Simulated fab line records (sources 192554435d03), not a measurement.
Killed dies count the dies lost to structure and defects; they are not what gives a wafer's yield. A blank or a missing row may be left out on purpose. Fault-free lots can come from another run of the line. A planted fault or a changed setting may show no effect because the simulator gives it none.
A single fault, viewed from 3 desks / flow n5Finfet / numbers are kept per desk, each desk with only its own; the story behind them comes last

== THE DEFECT DESK ==
For each lot, the counts of the inspections along the route, averaged over the sampled wafers that have a number. A lot is out of limits, marked OUT, if its mean lies more than 4 standard deviations from the usual mean; the brackets give that distance.
Columns: A = rawDefectCount at N5_BEOL_M4_INSPECT_30, usual 404
lot=L274; first seen here=day 7 20:35; A=485
lot=L278; first seen here=day 8 16:55; A=460
lot=L284; first seen here=day 10 10:31; A=320
lot=L286; first seen here=day 11 04:14; A=345
lot=L291; first seen here=day 12 08:29; A=395
lot=L295; first seen here=day 13 10:05; A=348
Finding of this desk: none of the 6 lots has anything out of limits.

== THE METROLOGY DESK ==
What the gauges read for every lot (on any tool): the sampled wafers with a number, averaged. A lot is out of limits, marked OUT, if its mean lies more than 4 standard deviations from the usual mean; the brackets give that distance. Only the readings that lie furthest out on some lot appear, 7 of the 12 it has.
Columns: A = cdNm at N5_BEOL_M4_CD_MEAS_28, usual 26.27 nm; B = DIBL_N at N5_BEOL_M4_RC_MEAS_101, usual 36.1 mV/V; C = DIBL_P at N5_BEOL_M4_RC_MEAS_101, usual 36.3 mV/V; D = IOFF_N at N5_BEOL_M4_RC_MEAS_101, usual 0.15 nA/um; E = ION_P at N5_BEOL_M4_RC_MEAS_101, usual 463 uA/um; F = SS_N at N5_BEOL_M4_RC_MEAS_101, usual 71.5 mV/dec; G = SS_P at N5_BEOL_M4_RC_MEAS_101, usual 73.2 mV/dec
lot=L274; first seen here=day 7 20:30; A=26.15; B=37.8; C=39.1; D=0.19; E=459; F=72.0; G=73.8
lot=L278; first seen here=day 8 16:50; A=26.62; B=35.4; C=36.3; D=0.15; E=470; F=71.4; G=72.7
lot=L284; first seen here=day 10 10:26; A=26.44; B=36.2; C=35.9; D=0.16; E=450; F=72.1; G=73.2
lot=L286; first seen here=day 11 04:08; A=26.33; B=36.0; C=36.3; D=0.16; E=468; F=70.4; G=73.7
lot=L291; first seen here=day 12 08:24; A=26.08; B=38.0; C=38.5; D=0.17; E=464; F=71.5; G=74.0
lot=L295; first seen here=day 13 10:00; A=25.76; B=38.2; C=37.4; D=0.17; E=465; F=71.9; G=73.2
Finding of this desk: none of the 6 lots has anything out of limits.

== AT THE TOOL OWNER'S DESK: rieDiel-01 ==
The tool's own readings at N5_BEOL_M4_ETCH_69 (etches SiARC in CF4, target depth 15.6 nm, time 26 s): means of the sampled wafers that have a number, for each lot that ran on this tool. A lot is out of limits, marked OUT, if its mean lies more than 4 standard deviations from the usual mean; the brackets give that distance.
Columns: A = chamberPressureMTorr at N5_BEOL_M4_ETCH_69, usual 40.00 mTorr; B = drypumpMotorCurrentA at N5_BEOL_M4_ETCH_69, usual 5.6 A; C = etchRfOnTimeS at N5_BEOL_M4_ETCH_69, usual 26.5 s; D = oesProductAu at N5_BEOL_M4_ETCH_69, usual 0.67 a.u.; E = rfVppV at N5_BEOL_M4_ETCH_69, usual 184.1 V; F = showerheadPlenumPTorr at N5_BEOL_M4_ETCH_69, usual 2.13 Torr; G = throttleValvePct at N5_BEOL_M4_ETCH_69, usual 15.59 %
lot=L274; first seen here=day 7 20:41; A=40.01; B=5.5; C=26.4; D=0.66; E=184.9; F=2.17; G=15.61
lot=L278; first seen here=day 8 17:20; A=40.01; B=5.8; C=26.1; D=0.69; E=184.0; F=2.16; G=15.52
lot=L284; first seen here=day 10 10:46; A=40.01; B=5.7; C=31.4 (+5.7) OUT; D=0.66; E=184.2; F=2.13; G=15.46
lot=L286; first seen here=day 11 04:22; A=40.00; B=5.7; C=30.6 (+4.9) OUT; D=0.61; E=184.0; F=2.13; G=15.64
This desk's verdict: out of limits on L284, L286, starting with L284 at day 10 10:46 (etchRfOnTimeS at N5_BEOL_M4_ETCH_69). Within limits: L274, L278.

== TAKEN TOGETHER ==
The tool owner's desk could have raised an alarm at day 10 10:46, on L284, L286.
The defect desk saw nothing out of limits.
Metrology desk: nothing out of limits seen.
The defect desk has L284, L286 on record, within its limits.
The metrology desk has L284, L286 on record, within its limits.
Of the lots named, all ran N5_BEOL_M4_ETCH_69 on rieDiel-01.

== WHAT HAD BEEN PUT IN BY THE SIMULATOR ==
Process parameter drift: rieDiel-01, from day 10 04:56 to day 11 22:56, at N5_BEOL_M4_ETCH_69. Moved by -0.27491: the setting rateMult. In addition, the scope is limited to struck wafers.
Shown lots that were struck: L284, L286.
Hours from the fault's start to each desk's first reading out of limits: the tool owner's desk, 6.
